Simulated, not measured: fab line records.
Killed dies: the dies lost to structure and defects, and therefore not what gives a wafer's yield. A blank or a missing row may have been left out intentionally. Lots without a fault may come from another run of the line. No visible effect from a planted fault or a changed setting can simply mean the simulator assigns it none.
Matching of chambers ; flow n5Finfet ; N5_GATE_CUT_ALD_22 on aldSin-02: 4 sister chambers
The step deposits SiNx, target thk 16 nm, pulse time 1 s, ald cycles 320. 8 wafers are shown with their chamber, then 11 later ones without.

== WAFERS PAIRED WITH THEIR CHAMBERS ==
wafer;chamber;heaterPowerW (W);precursorPulseHeightRel
L075.1;3;817;0.984
L083.5;3;805;0.990
L085.4;0;1044;1.046
L085.5;0;1057;0.999
L093.3;1;836;1.008
L093.4;1;826;1.023
L093.6;2;868;0.974
L094.1;2;852;0.989

== WAFERS WITH NO CHAMBER GIVEN ==
wafer;heaterPowerW (W);precursorPulseHeightRel
L094.4;879;0.998
L094.5;1057;1.018
L095.1;836;1.005
L095.4;848;0.996
L095.6;865;0.996
L096.3;894;1.009
L096.5;828;1.000
L096.6;882;0.993
L097.1;881;0.989
L097.2;1039;1.013
L097.5;874;1.023

== WHICH CHAMBER EACH ONE RAN IN ==
wafer;from the rows above;in truth
L094.4;2;2
L094.5;0;0
L095.1;1;1
L095.4;can't be placed: 2 or 1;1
L095.6;2;2
L096.3;2;2
L096.5;can't be placed: 1 or 3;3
L096.6;2;2
L097.1;2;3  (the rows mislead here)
L097.2;0;0
L097.5;can't be placed: 2 or 1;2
7 of 11 placed correctly. Unplaceable from these rows: 3, with the true chamber sitting among the candidates in 3. Placed wrongly: 1.
How it was worked out, from the rows above alone: a wafer's distance from a chamber is the root of the sum, over the readings, of the square of ((its reading less the chamber's mean) divided by the reading's scatter). If the next closest chamber is less than 2 further off than the closest, the wafer can't be placed; otherwise it belongs to the closest. A chamber's mean is the mean of its shown wafers. The scatter: the root of (the sum of the squares of (reading less its chamber's mean) over the shown wafers, divided by (wafers less chambers)).
